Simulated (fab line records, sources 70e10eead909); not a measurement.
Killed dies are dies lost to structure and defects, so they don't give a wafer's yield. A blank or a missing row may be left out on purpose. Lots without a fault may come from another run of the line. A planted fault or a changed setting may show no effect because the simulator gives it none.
One fault seen from 3 desks | flow nand_harc | each desk has only its own numbers; what lay behind them comes last

THE DEFECT DESK
What the inspections along the route counted, lot by lot: means of the sampled wafers that have a number. A lot is out of limits, marked OUT, if its mean lies more than 4 standard deviations from the usual mean; the brackets give that distance.
Columns: A = raw_defect_count at NHARC_P_BONDPAD_INSPECT_23, usual 328
lot  | first seen here | A
L286 | day 6 21:17     | 353
L290 | day 8 03:47     | 401
L291 | day 8 16:52     | 279
L293 | day 10 02:31    | 187
L294 | day 10 11:22    | 215
L298 | day 11 19:50    | 496
L302 | day 13 14:41    | 194
L303 | day 13 16:32    | 336
L304 | day 14 01:04    | 258
L305 | day 14 12:24    | 382
L306 | day 15 04:23    | 255
L309 | day 16 06:22    | 469
This desk's finding: nothing out of limits on any of the 12 lots.

THE METROLOGY DESK
What the gauges read, lot by lot, whatever tool the lot ran on: means of the sampled wafers that have a number. A lot is out of limits, marked OUT, if its mean lies more than 4 standard deviations from the usual mean; the brackets give that distance.
Columns: A = thk_nm at NHARC_A_ONON_D1_THK_MEAS_21, usual 1002 nm; B = cd_nm at NHARC_A_CHANNEL_HOLE_D1_CD_MEAS_10, usual 100.1 nm
lot  | first seen here | A             | B
L286 | day 8 09:49     | 1000          | 99.4
L290 | day 9 14:19     | 1010          | 99.8
L291 | day 10 04:58    | 1016          | 100.1
L293 | day 11 12:17    | 1004          | 100.4
L294 | day 11 22:07    | 1018          | 100.8
L298 | day 13 03:12    | 990           | 99.9
L303 | day 15 01:08    | 753 (-19) OUT | 100.3
L302 | day 15 01:08    | 1023          | 100.1
L304 | day 15 16:05    | 737 (-20) OUT | 99.8
L305 | day 15 22:58    | 985           | 100.5
L306 | day 16 15:17    | 1013          | 99.7
L309 | day 17 19:52    | 1000          | 100.6
This desk's finding: out of limits on L303, L304; first on L303, day 15 01:08 (thk_nm at NHARC_A_ONON_D1_THK_MEAS_21). In limits: L286, L290, L291, L293, L294, L298, L302, L305, L306, L309.

THE TOOL OWNER'S DESK: pecvd_onon-02
The tool's own readings at NHARC_A_ONON_D1_DEP_19 (target thk 1000 nm): means of the sampled wafers that have a number, for each lot that ran on this tool. A lot is out of limits, marked OUT, if its mean lies more than 4 standard deviations from the usual mean; the brackets give that distance.
Columns: A = n2o_flow_sccm at NHARC_A_ONON_D1_DEP_19, usual 2000 sccm
lot  | first seen here | A
L286 | day 8 09:22     | 2002
L291 | day 10 04:28    | 1998
L303 | day 15 00:41    | 1999
L304 | day 15 15:38    | 2004
This desk's finding: nothing out of limits on any of the 4 lots.

PUT TOGETHER
The metrology desk could have raised an alarm at day 15 01:08, on L303, L304.
The defect desk saw nothing out of limits.
The tool owner's desk saw nothing out of limits.
The defect desk has L303, L304 on record, within its limits.
The tool owner's desk has L303, L304 on record, within its limits.
Of the lots named, all ran NHARC_A_ONON_D1_DEP_19 on pecvd_onon-02.

WHAT THE SIMULATOR HAD PUT IN
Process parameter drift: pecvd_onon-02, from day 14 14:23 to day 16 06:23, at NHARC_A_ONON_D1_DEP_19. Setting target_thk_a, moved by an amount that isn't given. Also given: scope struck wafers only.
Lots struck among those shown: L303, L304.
Hours from the fault's start to each desk's first reading out of limits: the metrology desk, 11.
